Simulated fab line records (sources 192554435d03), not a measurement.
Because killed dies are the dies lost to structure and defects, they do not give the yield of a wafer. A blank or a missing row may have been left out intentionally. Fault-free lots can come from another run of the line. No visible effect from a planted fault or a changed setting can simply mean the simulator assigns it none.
fab line records | flow n5Finfet | part 1 of 2: steps 1 to 4 of 6
record: lots: 24 | wafers: 72 | lastDay: 18
route steps=1938 shown BEOL_M7@1316 BEOL_M8@1332
lots that met no fault: from a run of the same line without faults
startH: the number of hours between the record's first day and the start of the first shown wafer of the lot | waitH: hours since the lot's step before | " identical to the entry in the row above | L1.1+2: one row covering several wafers at once | - no value present, or no start provided | * or withheld: withheld | < > ~ a bound
route shown NAME@n: NAME is a module with steps in the file, n the number in the route of the first one | usual: mean/standard deviation of fault-free wafers | same: alike in all rows | chamber/n: place in a boat | sites: each site's reading | _std_site: the standard deviation of these | _edge_site: mean of outer sites minus mean of inner sites | radiusMm: for every site, how far away it sits from the centre of the wafer | mask NAME#n: copy n | behind: the most recent tool/chamber to have shaped the wafer | hold: what put the lot on hold/how long, in hours/how the hold closed | device: names the non-switching transistor (n, p or np) | end of line: the same wafers' tests at the end of the route | where a step has no rows: the recipe by itself | killed: dies lost to structure and defects at the first sort, not the wafer's yield | map: a wafer's dies, marking killed ones x, the rest . and places with no die _
set.NAME: the run value of the setting; set.NAME@STEP: its run value at that earlier step | model.NAME: the simulator's own value behind a step, which no gauge read
one table for each step of the route and one row for each wafer, over a sample of lots
services: from which hour (startH, from the record's first day; less than 0 if before it) a tool's chamber was out of use, for how many hours, and why
== steps ==
step: N5_BEOL_M7_CD_MEAS_35
recipe: targetCdNm: 40 | polarity: opening
usual: cdNm: 39.9/0.48
lot.wafer | tool     | chamber | startH | waitH | cdNm
L074.3    | cdSem-02 | -       | 200.37 | 0.0   | 39.9
L074.4    | "        | -       | "      | "     | 40.3
L074.6    | "        | -       | "      | "     | 39.8
L075.2    | cdSem-02 | -       | 201.79 | 0.0   | 39.8
L075.4    | "        | -       | "      | "     | 39.6
L075.5    | "        | -       | "      | "     | 40.3
L076.1    | cdSem-03 | -       | 206.95 | 0.0   | 40.3
L076.4    | "        | -       | "      | "     | 39.9
L076.6    | "        | -       | "      | "     | 40.2
L078.1    | cdSem-02 | -       | 208.79 | 0.0   | 40.7
L078.4    | "        | -       | "      | "     | 39.6
L078.6    | "        | -       | "      | "     | 39.8
L077.1    | cdSem-01 | -       | 215.51 | 0.0   | 39.4
L077.3    | "        | -       | "      | "     | 39.8
L077.4    | "        | -       | "      | "     | 39.7
L079.1    | cdSem-03 | -       | 231.49 | 0.0   | 40.2
L079.5    | "        | -       | "      | "     | 40.4
L079.6    | "        | -       | "      | "     | 39.5
L080.1    | cdSem-02 | -       | 243.01 | 0.0   | 39.6
L080.3    | "        | -       | "      | "     | 39.2
L080.4    | "        | -       | "      | "     | 39.3
L081.2    | cdSem-03 | -       | 249.21 | 0.0   | 40.2
L081.3    | "        | -       | "      | "     | 40.3
L081.4    | "        | -       | "      | "     | 40.0
L087.3    | cdSem-02 | -       | 272.93 | 0.0   | 40.6
L087.4    | "        | -       | "      | "     | 40.5
L087.6    | "        | -       | "      | "     | 41.1
L084.3    | cdSem-03 | -       | 273.00 | 0.0   | 39.4
L084.5    | "        | -       | "      | "     | 39.5
L084.6    | "        | -       | "      | "     | 39.5
L083.2    | cdSem-03 | -       | 273.14 | 0.0   | 39.7
L083.5    | "        | -       | "      | "     | 40.5
L083.6    | "        | -       | "      | "     | 40.3
L082.4    | cdSem-01 | -       | 278.79 | 0.0   | 40.0
L082.5    | "        | -       | "      | "     | 40.0
L082.6    | "        | -       | "      | "     | 40.7
L086.4    | cdSem-02 | -       | 279.18 | 0.0   | 39.7
L086.5    | "        | -       | "      | "     | 40.7
L086.6    | "        | -       | "      | "     | 39.3
L085.2    | cdSem-01 | -       | 288.71 | 0.0   | 40.0
L085.3    | "        | -       | "      | "     | 39.4
L085.6    | "        | -       | "      | "     | 39.8
L088.1    | cdSem-03 | -       | 293.96 | 0.0   | 39.4
L088.2    | "        | -       | "      | "     | 40.0
L088.4    | "        | -       | "      | "     | 39.4
L089.1    | cdSem-03 | -       | 311.54 | 0.0   | 39.4
L089.4    | "        | -       | "      | "     | 38.9
L089.6    | "        | -       | "      | "     | 39.8
L090.1    | cdSem-01 | -       | 312.00 | 0.0   | 39.5
L090.3    | "        | -       | "      | "     | 40.0
L090.6    | "        | -       | "      | "     | 40.3
L091.1    | cdSem-02 | -       | 314.08 | 0.0   | 40.0
L091.2    | "        | -       | "      | "     | 40.6
L091.3    | "        | -       | "      | "     | 39.8
L092.4    | cdSem-03 | -       | 322.03 | 0.0   | 39.9
L092.5    | "        | -       | "      | "     | 39.3
L092.6    | "        | -       | "      | "     | 40.0
L093.1    | cdSem-03 | -       | 322.44 | 0.0   | 40.0
L093.2    | "        | -       | "      | "     | 39.5
L093.4    | "        | -       | "      | "     | 40.1
L094.2    | cdSem-01 | -       | 325.18 | 0.0   | 39.2
L094.5    | "        | -       | "      | "     | 39.4
L094.6    | "        | -       | "      | "     | 39.2
L095.2    | cdSem-02 | -       | 328.44 | 0.0   | 39.4
L095.4    | "        | -       | "      | "     | 39.5
L095.6    | "        | -       | "      | "     | 39.8
L096.1    | cdSem-03 | -       | 332.40 | 0.0   | 40.1
L096.2    | "        | -       | "      | "     | 40.8
L096.3    | "        | -       | "      | "     | 39.8
L097.1    | cdSem-01 | -       | 354.19 | 0.0   | 40.0
L097.2    | "        | -       | "      | "     | 40.1
L097.5    | "        | -       | "      | "     | 40.6
step: N5_BEOL_M8_ILD_DEP_00
recipe: material: SiCOH_lowk | targetThkA: 1797.5 | tempC: 300 | precursor: DEMS/porogen | pressureTorr: 5 | rfW: 500 | timeS: 33.4
usual: heaterPowerW: 330/35 | showerheadPlenumPTorr: 5.732/0.019 | throttleValvePct: 13.6/0.58
lot.wafer | tool     | chamber | startH | waitH | heaterPowerW | showerheadPlenumPTorr | sinceWetCleanH | throttleValvePct
L074.3    | pecvd-04 | 1       | 202.96 | 0.0   | 328          | 5.721                 | 1632           | 13.2
L074.4    | "        | 2       | "      | "     | 317          | 5.719                 | -              | 12.7
L074.6    | "        | 1       | "      | "     | 340          | 5.722                 | -              | 13.1
L075.2    | pecvd-02 | 1       | 205.10 | 0.0   | 362          | 5.738                 | 1815           | 14.1
L075.4    | "        | 1       | "      | "     | 371          | 5.739                 | -              | 14.2
L075.5    | "        | 0       | "      | "     | 363          | 5.727                 | -              | 14.3
L076.1    | pecvd-01 | 1       | 209.50 | 0.0   | 279          | 5.736                 | 2001           | 13.6
L076.4    | "        | 0       | "      | "     | 289          | 5.699                 | -              | 13.9
L076.6    | "        | 1       | "      | "     | 278          | 5.729                 | -              | 13.6
L078.1    | pecvd-01 | 2       | 211.17 | 0.0   | 296          | 5.724                 | 524            | 14.1
L078.4    | "        | 0       | "      | "     | 293          | 5.681                 | -              | 14.2
L078.6    | "        | 2       | "      | "     | 297          | 5.716                 | -              | 14.2
L077.1    | pecvd-04 | 1       | 218.69 | 0.0   | 322          | 5.709                 | 1648           | 13.1
L077.3    | "        | 0       | "      | "     | 302          | 5.758                 | 923            | 13.7
L077.4    | "        | 1       | "      | "     | 326          | 5.724                 | -              | 13.0
L079.1    | pecvd-04 | 1       | 233.82 | 0.0   | 328          | 5.703                 | 1663           | 13.3
L079.5    | "        | 2       | "      | "     | 310          | 5.732                 | -              | 12.6
L079.6    | "        | 1       | "      | "     | 320          | 5.711                 | -              | 13.3
L080.1    | pecvd-02 | 2       | 246.52 | 0.0   | 377          | 5.737                 | 378            | 13.2
L080.3    | "        | 0       | "      | "     | 303          | 5.709                 | 1132           | 14.1
L080.4    | "        | 1       | "      | "     | 343          | 5.744                 | -              | 14.1
L081.2    | pecvd-02 | 1       | 252.04 | 0.0   | 384          | 5.742                 | 1862           | 14.0
L081.3    | "        | 2       | "      | "     | 370          | 5.739                 | 383            | 13.2
L081.4    | "        | 0       | "      | "     | 371          | 5.729                 | -              | 14.4
L087.3    | pecvd-01 | 1       | 275.50 | 0.0   | 300          | 5.728                 | 2067           | 13.7
L087.4    | "        | 2       | "      | "     | 337          | 5.719                 | -              | 13.1
L087.6    | "        | 1       | "      | "     | 303          | 5.720                 | -              | 13.8
L084.3    | pecvd-02 | 2       | 275.75 | 0.0   | 346          | 5.748                 | 407            | 13.1
L084.5    | "        | 2       | "      | "     | 340          | 5.739                 | -              | 12.9
L084.6    | "        | 0       | "      | "     | 374          | 5.713                 | -              | 14.4
L083.2    | pecvd-02 | 1       | 276.12 | 0.0   | 342          | 5.755                 | 1886           | 14.0
L083.5    | "        | 0       | "      | "     | 343          | 5.743                 | -              | 14.5
L083.6    | "        | 1       | "      | "     | 346          | 5.739                 | -              | 14.3
L082.4    | pecvd-02 | 2       | 281.22 | 0.1   | 357          | 5.733                 | -              | 13.3
L082.5    | "        | 1       | "      | "     | 404          | 5.737                 | -              | 14.1
L082.6    | "        | 0       | "      | "     | 307          | 5.729                 | -              | 14.4
L086.4    | pecvd-01 | 1       | 281.63 | 0.1   | 273          | 5.719                 | -              | 13.7
L086.5    | "        | 0       | "      | "     | 240          | 5.694                 | -              | 13.9
L086.6    | "        | 2       | "      | "     | 322          | 5.710                 | -              | 13.1
L085.2    | pecvd-02 | 0       | 293.94 | 0.0   | 350          | 5.730                 | 1179           | 14.4
L085.3    | "        | 1       | "      | "     | 341          | 5.738                 | 1904           | 14.4
L085.6    | "        | 2       | "      | "     | 371          | 5.737                 | -              | 13.1
L088.1    | pecvd-02 | 0       | 296.94 | 0.0   | 369          | 5.728                 | 1182           | 14.3
L088.2    | "        | 2       | "      | "     | 371          | 5.743                 | 428            | 13.1
L088.4    | "        | 0       | "      | "     | 375          | 5.721                 | -              | 14.1
L089.1    | pecvd-04 | 1       | 313.98 | 0.0   | 301          | 5.719                 | 1743           | 13.3
L089.4    | "        | 2       | "      | "     | 260          | 5.729                 | -              | 12.9
L089.6    | "        | 1       | "      | "     | 304          | 5.713                 | -              | 13.3
L090.1    | pecvd-04 | 1       | 315.50 | 0.0   | 263          | 5.710                 | 1744           | 13.2
L090.3    | "        | 2       | "      | "     | 292          | 5.708                 | 344            | 12.8
L090.6    | "        | 0       | "      | "     | 335          | 5.753                 | -              | 13.6
L091.1    | pecvd-02 | 2       | 316.99 | 0.0   | 305          | 5.735                 | 448            | 12.8
L091.2    | "        | 0       | "      | "     | 349          | 5.718                 | 1202           | 14.6
L091.3    | "        | 1       | "      | "     | 368          | 5.735                 | 1927           | 14.0
L092.4    | pecvd-04 | 2       | 324.48 | 0.1   | 315          | 5.731                 | -              | 12.7
L092.5    | "        | 1       | "      | "     | 327          | 5.712                 | -              | 13.1
L092.6    | "        | 0       | "      | "     | 326          | 5.770                 | -              | 13.7
L093.1    | pecvd-04 | 2       | 325.01 | 0.0   | 302          | 5.742                 | 353            | 13.0
L093.2    | "        | 1       | "      | "     | 320          | 5.726                 | 1754           | 13.3
L093.4    | "        | 0       | "      | "     | 302          | 5.768                 | -              | 13.8
L094.2    | pecvd-01 | 0       | 327.77 | 0.0   | 310          | 5.701                 | 1394           | 14.3
L094.5    | "        | 2       | "      | "     | 304          | 5.737                 | -              | 13.0
L094.6    | "        | 1       | "      | "     | 315          | 5.724                 | -              | 13.5
L095.2    | pecvd-02 | 2       | 331.74 | 0.0   | 337          | 5.752                 | 463            | 13.0
L095.4    | "        | 2       | "      | "     | 344          | 5.752                 | -              | 13.1
L095.6    | "        | 1       | "      | "     | 378          | 5.761                 | -              | 13.9
L096.1    | pecvd-04 | 2       | 335.27 | 0.0   | 298          | 5.715                 | 364            | 13.2
L096.2    | "        | 0       | "      | "     | 365          | 5.770                 | 1039           | 13.6
L096.3    | "        | 2       | "      | "     | 296          | 5.708                 | -              | 12.8
L097.1    | pecvd-02 | 2       | 357.77 | 0.0   | 352          | 5.729                 | 489            | 13.0
L097.2    | "        | 0       | "      | "     | 295          | 5.733                 | 1243           | 14.2
L097.5    | "        | 0       | "      | "     | 315          | 5.709                 | -              | 14.1
step: N5_BEOL_M8_PECVD_70
recipe: material: SiO2 | targetThkA: 200 | tempC: 400 | precursor: TEOS/O2 | pressureTorr: 5.5 | rfW: 450 | teosFlowSccm: 53.8 | gas: O2 | flowSccm: 3000 | timeS: 22.7
usual: heaterPowerW: 736/74 | showerheadPlenumPTorr: 8.74/0.082 | throttleValvePct: 21.7/0.81
lot.wafer | tool     | chamber | startH | waitH | heaterPowerW | showerheadPlenumPTorr | sinceWetCleanH | throttleValvePct
L074.3    | pecvd-04 | 2       | 203.57 | 0.0   | 690          | 8.72                  | 232            | 20.6
L074.4    | "        | 1       | "      | "     | 637          | 8.70                  | -              | 21.2
L074.6    | "        | 0       | "      | "     | 670          | 8.92                  | -              | 21.6
L075.2    | pecvd-04 | 1       | 205.72 | 0.0   | 674          | 8.69                  | 1635           | 21.2
L075.4    | "        | 0       | "      | "     | 775          | 8.87                  | -              | 21.8
L075.5    | "        | 2       | "      | "     | 683          | 8.70                  | -              | 20.3
L076.1    | pecvd-01 | 1       | 210.12 | 0.0   | 643          | 8.69                  | 2001           | 21.6
L076.4    | "        | 2       | "      | "     | 738          | 8.71                  | -              | 22.6
L076.6    | "        | 0       | "      | "     | 707          | 8.59                  | -              | 22.6
L078.1    | pecvd-02 | 0       | 212.26 | 0.0   | 767          | 8.74                  | 1097           | 22.9
L078.4    | "        | 2       | "      | "     | 783          | 8.78                  | -              | 21.0
L078.6    | "        | 1       | "      | "     | 834          | 8.81                  | -              | 22.8
L077.1    | pecvd-02 | 0       | 219.31 | 0.0   | 829          | 8.74                  | 1104           | 23.4
L077.3    | "        | 1       | "      | "     | 888          | 8.78                  | 1829           | 23.0
L077.4    | "        | 0       | "      | "     | 822          | 8.70                  | -              | 22.8
L079.1    | pecvd-02 | 0       | 234.43 | 0.0   | 853          | 8.73                  | 1120           | 23.2
L079.5    | "        | 2       | "      | "     | 752          | 8.79                  | -              | 20.9
L079.6    | "        | 1       | "      | "     | 875          | 8.80                  | -              | 23.1
L080.1    | pecvd-04 | 1       | 247.13 | 0.0   | 734          | 8.68                  | 1676           | 21.3
L080.3    | "        | 0       | "      | "     | 765          | 8.89                  | 951            | 21.8
L080.4    | "        | 0       | "      | "     | 776          | 8.89                  | -              | 22.2
L081.2    | pecvd-01 | 0       | 252.66 | 0.0   | 715          | 8.63                  | 1319           | 22.6
L081.3    | "        | 1       | "      | "     | 624          | 8.71                  | -              | 21.6
L081.4    | "        | 0       | "      | "     | 708          | 8.61                  | -              | 22.7
L087.3    | pecvd-04 | 0       | 276.12 | 0.0   | 780          | 8.90                  | 980            | 21.9
L087.4    | "        | 0       | "      | "     | 803          | 8.89                  | -              | 21.8
L087.6    | "        | 1       | "      | "     | 661          | 8.70                  | -              | 21.6
L083.2    | pecvd-01 | 1       | 276.74 | 0.0   | 622          | 8.69                  | 2068           | 21.7
L083.5    | "        | 0       | "      | "     | 656          | 8.61                  | -              | 22.5
L083.6    | "        | 2       | "      | "     | 756          | 8.72                  | -              | 21.1
L084.3    | pecvd-04 | 2       | 276.85 | 0.0   | 653          | 8.71                  | 305            | 20.4
L084.5    | "        | 0       | "      | "     | 801          | 8.89                  | -              | 22.0
L084.6    | "        | 1       | "      | "     | 715          | 8.71                  | -              | 21.3
L086.4    | pecvd-02 | 1       | 282.24 | 0.1   | 862          | 8.79                  | -              | 22.5
L086.5    | "        | 0       | "      | "     | 700          | 8.73                  | -              | 22.6
L086.6    | "        | 2       | "      | "     | 844          | 8.77                  | -              | 21.4
L082.4    | pecvd-02 | 1       | 282.31 | 0.1   | 818          | 8.80                  | -              | 22.8
L082.5    | "        | 0       | "      | "     | 819          | 8.72                  | -              | 23.2
L082.6    | "        | 2       | "      | "     | 869          | 8.76                  | -              | 21.0
L085.2    | pecvd-04 | 2       | 295.23 | 0.0   | 706          | 8.71                  | 324            | 20.8
L085.3    | "        | 0       | "      | "     | 710          | 8.89                  | 999            | 22.0
L085.6    | "        | 1       | "      | "     | 668          | 8.69                  | -              | 21.5
L088.1    | pecvd-04 | 1       | 297.79 | 0.0   | 661          | 8.69                  | 1727           | 21.2
L088.2    | "        | 0       | "      | "     | 815          | 8.88                  | 1002           | 22.1
L088.4    | "        | 0       | "      | "     | 808          | 8.87                  | -              | 21.9
L089.1    | pecvd-04 | 2       | 314.59 | 0.0   | 693          | 8.70                  | 343            | 20.5
L089.4    | "        | 2       | "      | "     | 717          | 8.72                  | -              | 20.5
L089.6    | "        | 0       | "      | "     | 828          | 8.90                  | -              | 21.7
L090.1    | pecvd-01 | 2       | 316.18 | 0.0   | 679          | 8.71                  | 46             | 20.9
L090.3    | "        | 0       | "      | "     | 585          | 8.62                  | 1383           | 22.5
L090.6    | "        | 0       | "      | "     | 590          | 8.57                  | -              | 22.5
L091.1    | pecvd-04 | 1       | 317.60 | 0.0   | 708          | 8.70                  | 1746           | 21.4
L091.2    | "        | 2       | "      | "     | 735          | 8.74                  | 346            | 20.7
L091.3    | "        | 0       | "      | "     | 792          | 8.89                  | 1021           | 22.1
L092.4    | pecvd-02 | 2       | 325.57 | 0.1   | 696          | 8.79                  | -              | 21.3
L092.5    | "        | 1       | "      | "     | 878          | 8.81                  | -              | 22.6
L092.6    | "        | 2       | "      | "     | 704          | 8.77                  | -              | 21.2
L093.1    | pecvd-01 | 1       | 325.64 | 0.0   | 694          | 8.71                  | 2117           | 22.0
L093.2    | "        | 0       | "      | "     | 680          | 8.61                  | 1392           | 22.5
L093.4    | "        | 2       | "      | "     | 786          | 8.70                  | -              | 21.1
L094.2    | pecvd-01 | 0       | 328.38 | 0.0   | 599          | 8.63                  | 1395           | 22.4
L094.5    | "        | 0       | "      | "     | 612          | 8.63                  | -              | 22.9
L094.6    | "        | 2       | "      | "     | 793          | 8.74                  | -              | 21.2
L095.2    | pecvd-04 | 0       | 332.36 | 0.0   | 788          | 8.89                  | 1036           | 22.1
L095.4    | "        | 0       | "      | "     | 779          | 8.88                  | -              | 21.7
L095.6    | "        | 0       | "      | "     | 780          | 8.86                  | -              | 22.0
L096.1    | pecvd-04 | 2       | 336.56 | 0.0   | 667          | 8.70                  | 365            | 20.7
L096.2    | "        | 0       | "      | "     | 753          | 8.89                  | 1040           | 21.9
L096.3    | "        | 2       | "      | "     | 659          | 8.69                  | -              | 20.8
L097.1    | pecvd-04 | 0       | 358.38 | 0.0   | 758          | 8.86                  | 1062           | 21.8
L097.2    | "        | 1       | "      | "     | 694          | 8.69                  | 1787           | 21.3
L097.5    | "        | 1       | "      | "     | 704          | 8.69                  | -              | 21.5
step: N5_BEOL_M8_ETCH_61
recipe: chemistry: CF4 | target: SiARC | targetDepthA: 455 | maskMaterial: CAR-ArF | timeS: 75.8 | ionEnergyEv: 80 | pressureMtorr: 40 | sourceW: 545 | biasW: 36 | Ar_flow_sccm: 100 | cf4FlowSccm: 100 | ends: cleared
usual: drypumpMotorCurrentA: 5.8/0.35 | etchRfOnTimeS: 75.6/1 | mfcArSccm: 99.99/0.28 | oesProductAu: 0.68/0.074 | rfVppV: 184.3/1.2 | showerheadPlenumPTorr: 2.17/0.075 | throttleValvePct: 15.68/0.21
lot.wafer | tool       | chamber | startH | waitH | drypumpMotorCurrentA | etchRfOnTimeS | mfcArSccm | oesProductAu | rfHoursCounterH | rfVppV | showerheadPlenumPTorr | throttleValvePct
L074.3    | rieDiel-06 | 3       | 205.14 | 0.0   | 6.3                  | 75.2          | 100.12    | 0.75         | 43              | 182.8  | 2.10                  | 15.41
L074.4    | "          | 0       | "      | "     | 5.6                  | 75.4          | 99.89     | 0.71         | 81              | 184.5  | 2.26                  | 15.56
L074.6    | "          | 2       | "      | "     | 5.9                  | 75.5          | 99.47     | 0.59         | -               | 183.3  | 2.12                  | 15.85
L075.2    | rieDiel-06 | 2       | 207.75 | 0.0   | 5.9                  | 75.7          | 99.75     | 0.59         | 219             | 184.7  | 2.12                  | 15.83
L075.4    | "          | 3       | "      | "     | 6.3                  | 76.6          | 99.66     | 0.75         | 44              | 182.9  | 2.10                  | 15.41
L075.5    | "          | 2       | "      | "     | 5.9                  | 76.7          | 100.03    | 0.58         | -               | 182.4  | 2.12                  | 15.82
L076.1    | rieDiel-06 | 3       | 211.97 | 0.0   | 6.3                  | 75.8          | 99.92     | 0.75         | 45              | 183.3  | 2.10                  | 15.40
L076.4    | "          | 1       | "      | "     | 6.4                  | 76.1          | 99.92     | 0.80         | 15              | 185.4  | 2.27                  | 15.64
L076.6    | "          | 3       | "      | "     | 6.3                  | 75.9          | 100.04    | 0.75         | -               | 183.2  | 2.10                  | 15.41
L078.1    | rieDiel-02 | 0       | 215.88 | 0.0   | 5.9                  | 73.7          | 100.05    | 0.68         | 134             | 185.1  | 2.24                  | 15.86
L078.4    | "          | 1       | "      | "     | 5.4                  | 75.4          | 100.17    | 0.68         | 107             | 185.4  | 2.25                  | 15.90
L078.6    | "          | 1       | "      | "     | 5.4                  | 75.6          | 100.11    | 0.68         | -               | 185.7  | 2.25                  | 15.88
L077.1    | rieDiel-02 | 2       | 219.99 | 0.0   | 5.4                  | 77.5          | 100.13    | 0.58         | 243             | 183.9  | 2.10                  | 15.80
L077.3    | "          | 1       | "      | "     | 5.4                  | 75.7          | 100.05    | 0.68         | 109             | 185.1  | 2.25                  | 15.88
L077.4    | "          | 0       | "      | "     | 5.9                  | 73.9          | 100.26    | 0.68         | 135             | 185.2  | 2.23                  | 15.88
L079.1    | rieDiel-01 | 2       | 237.56 | 0.0   | 4.9                  | 76.5          | 99.83     | 0.61         | 199             | 183.9  | 1.97                  | 15.91
L079.5    | "          | 2       | "      | "     | 4.9                  | 76.0          | 99.82     | 0.61         | -               | 182.3  | 1.97                  | 15.91
L079.6    | "          | 3       | "      | "     | 5.6                  | 76.6          | 99.82     | 0.76         | -               | 184.3  | 2.19                  | 15.52
L080.1    | rieDiel-02 | 3       | 248.50 | 0.0   | 5.7                  | 74.1          | 100.35    | 0.62         | 220             | 182.5  | 2.12                  | 15.51
L080.3    | "          | 0       | "      | "     | 5.9                  | 73.7          | 100.00    | 0.67         | 146             | 186.5  | 2.23                  | 15.90
L080.4    | "          | 0       | "      | "     | 5.9                  | 72.5          | 99.87     | 0.67         | -               | 185.5  | 2.23                  | 15.90
L081.2    | rieDiel-02 | 3       | 253.37 | 0.0   | 5.7                  | 75.3          | 100.26    | 0.62         | 222             | 183.0  | 2.12                  | 15.53
L081.3    | "          | 2       | "      | "     | 5.4                  | 76.1          | 99.90     | 0.86         | 0               | 183.2  | 2.10                  | 15.32
L081.4    | "          | 1       | "      | "     | 5.4                  | 76.1          | 100.07    | 0.66         | 123             | 185.1  | 2.24                  | 15.91
L087.3    | rieDiel-06 | 3       | 278.97 | 0.0   | 6.3                  | 77.5          | 100.12    | 0.71         | 69              | 182.1  | 2.09                  | 15.45
L087.4    | "          | 1       | "      | "     | 6.3                  | 77.1          | 100.22    | 0.76         | 35              | 185.6  | 2.27                  | 15.67
L087.6    | "          | 1       | "      | "     | 6.3                  | 76.6          | 100.58    | 0.75         | -               | 184.5  | 2.27                  | 15.68
L083.2    | rieDiel-06 | 0       | 279.61 | 0.0   | 5.7                  | 76.8          | 99.52     | 0.68         | 104             | 185.5  | 2.25                  | 15.61
L083.5    | "          | 1       | "      | "     | 6.4                  | 75.2          | 99.90     | 0.77         | -               | 186.3  | 2.27                  | 15.66
L083.6    | "          | 2       | "      | "     | 5.9                  | 74.8          | 99.73     | 0.58         | -               | 185.1  | 2.11                  | 15.88
L084.3    | rieDiel-02 | 0       | 279.73 | 0.0   | 5.9                  | 73.2          | 99.85     | 0.66         | 156             | 185.1  | 2.23                  | 15.93
L084.5    | "          | 1       | "      | "     | 5.4                  | 75.2          | 100.49    | 0.66         | -               | 185.8  | 2.24                  | 15.92
L084.6    | "          | 2       | "      | "     | 5.4                  | 74.8          | 100.05    | 0.82         | -               | 183.2  | 2.10                  | 15.34
L086.4    | rieDiel-06 | 2       | 283.52 | 0.0   | 5.9                  | 75.6          | 100.07    | 0.58         | 243             | 183.0  | 2.11                  | 15.89
L086.5    | "          | 1       | "      | "     | 6.3                  | 75.7          | 99.90     | 0.76         | -               | 186.3  | 2.27                  | 15.67
L086.6    | "          | 2       | "      | "     | 5.9                  | 75.3          | 99.78     | 0.58         | -               | 183.4  | 2.11                  | 15.88
L082.4    | rieDiel-02 | 2       | 283.99 | 0.0   | 5.4                  | 75.9          | 99.89     | 0.81         | 11              | 184.7  | 2.10                  | 15.35
L082.5    | "          | 3       | "      | "     | 5.7                  | 75.4          | 100.08    | 0.61         | -               | 183.7  | 2.11                  | 15.53
L082.6    | "          | 2       | "      | "     | 5.4                  | 75.2          | 99.40     | 0.82         | -               | 182.9  | 2.10                  | 15.36
L085.2    | rieDiel-02 | 2       | 297.00 | 0.0   | 5.4                  | 74.7          | 99.99     | 0.81         | 14              | 183.6  | 2.10                  | 15.38
L085.3    | "          | 3       | "      | "     | 5.7                  | 75.3          | 99.72     | 0.60         | 236             | 183.3  | 2.11                  | 15.55
L085.6    | "          | 1       | "      | "     | 5.4                  | 75.4          | 99.75     | 0.66         | -               | 185.0  | 2.24                  | 15.94
L088.1    | rieDiel-02 | 3       | 301.13 | 0.0   | 5.7                  | 76.6          | 99.96     | 0.60         | 237             | 184.9  | 2.11                  | 15.55
L088.2    | "          | 0       | "      | "     | 5.9                  | 74.7          | 99.56     | 0.65         | 163             | 185.2  | 2.23                  | 15.93
L088.4    | "          | 1       | "      | "     | 5.4                  | 76.3          | 100.24    | 0.65         | 138             | 184.7  | 2.24                  | 15.95
L089.1    | rieDiel-06 | 0       | 315.61 | 0.0   | 5.6                  | 77.1          | 99.78     | 0.66         | 119             | 185.1  | 2.24                  | 15.64
L089.4    | "          | 0       | "      | "     | 5.6                  | 77.2          | 99.83     | 0.66         | -               | 184.4  | 2.24                  | 15.66
L089.6    | "          | 3       | "      | "     | 6.3                  | 76.7          | 99.87     | 0.71         | -               | 181.9  | 2.08                  | 15.46
L090.1    | rieDiel-02 | 1       | 318.78 | 0.0   | 5.4                  | 75.3          | 99.67     | 0.65         | 144             | 184.5  | 2.23                  | 15.94
L090.3    | "          | 2       | "      | "     | 5.4                  | 74.6          | 99.79     | 0.80         | 20              | 182.4  | 2.09                  | 15.36
L090.6    | "          | 2       | "      | "     | 5.4                  | 74.8          | 99.81     | 0.79         | -               | 184.9  | 2.09                  | 15.37
L091.1    | rieDiel-02 | 2       | 319.15 | 0.0   | 5.4                  | 75.8          | 100.55    | 0.79         | 20              | 183.8  | 2.09                  | 15.36
L091.2    | "          | 0       | "      | "     | 5.9                  | 74.9          | 100.24    | 0.65         | 169             | 185.1  | 2.22                  | 15.96
L091.3    | "          | 3       | "      | "     | 5.7                  | 75.3          | 100.50    | 0.60         | 243             | 183.1  | 2.11                  | 15.57
L092.4    | rieDiel-02 | 2       | 326.60 | 0.0   | 5.4                  | 75.6          | 100.35    | 0.79         | 23              | 182.0  | 2.09                  | 15.36
L092.5    | "          | 1       | "      | "     | 5.4                  | 76.0          | 100.20    | 0.65         | -               | 183.7  | 2.23                  | 15.95
L092.6    | "          | 2       | "      | "     | 5.4                  | 76.0          | 100.41    | 0.78         | -               | 184.4  | 2.09                  | 15.38
L093.1    | rieDiel-06 | 1       | 326.93 | 0.0   | 6.3                  | 76.4          | 99.99     | 0.74         | 49              | 185.3  | 2.26                  | 15.70
L093.2    | "          | 3       | "      | "     | 6.3                  | 75.5          | 99.61     | 0.70         | 88              | 182.3  | 2.08                  | 15.49
L093.4    | "          | 3       | "      | "     | 6.3                  | 76.4          | 100.22    | 0.70         | -               | 183.6  | 2.08                  | 15.49
L094.2    | rieDiel-02 | 2       | 330.13 | 0.0   | 5.4                  | 76.0          | 100.02    | 0.78         | 24              | 183.0  | 2.09                  | 15.36
L094.5    | "          | 3       | "      | "     | 5.7                  | 75.7          | 99.75     | 0.60         | -               | 184.3  | 2.11                  | 15.58
L094.6    | "          | 2       | "      | "     | 5.4                  | 75.7          | 100.20    | 0.78         | -               | 184.7  | 2.09                  | 15.37
L095.2    | rieDiel-02 | 1       | 333.72 | 0.0   | 5.4                  | 75.8          | 99.82     | 0.65         | 150             | 183.5  | 2.23                  | 15.96
L095.4    | "          | 2       | "      | "     | 5.4                  | 75.1          | 99.99     | 0.79         | 26              | 184.1  | 2.09                  | 15.38
L095.6    | "          | 3       | "      | "     | 5.7                  | 75.8          | 99.79     | 0.60         | -               | 183.5  | 2.11                  | 15.56
L096.1    | rieDiel-02 | 0       | 338.84 | 0.0   | 5.9                  | 73.9          | 100.10    | 0.65         | 176             | 184.3  | 2.22                  | 15.96
L096.2    | "          | 1       | "      | "     | 5.4                  | 75.3          | 99.79     | 0.64         | 152             | 185.1  | 2.23                  | 15.96
L096.3    | "          | 2       | "      | "     | 5.4                  | 75.2          | 99.93     | 0.78         | 28              | 184.0  | 2.09                  | 15.38
L097.1    | rieDiel-06 | 1       | 361.35 | 0.0   | 6.3                  | 76.4          | 99.47     | 0.71         | 64              | 186.9  | 2.26                  | 15.71
L097.2    | "          | 2       | "      | "     | 5.9                  | 74.2          | 99.79     | 0.80         | 10              | 182.7  | 2.11                  | 15.43
L097.5    | "          | 2       | "      | "     | 5.9                  | 74.5          | 100.04    | 0.80         | -               | 183.5  | 2.11                  | 15.41
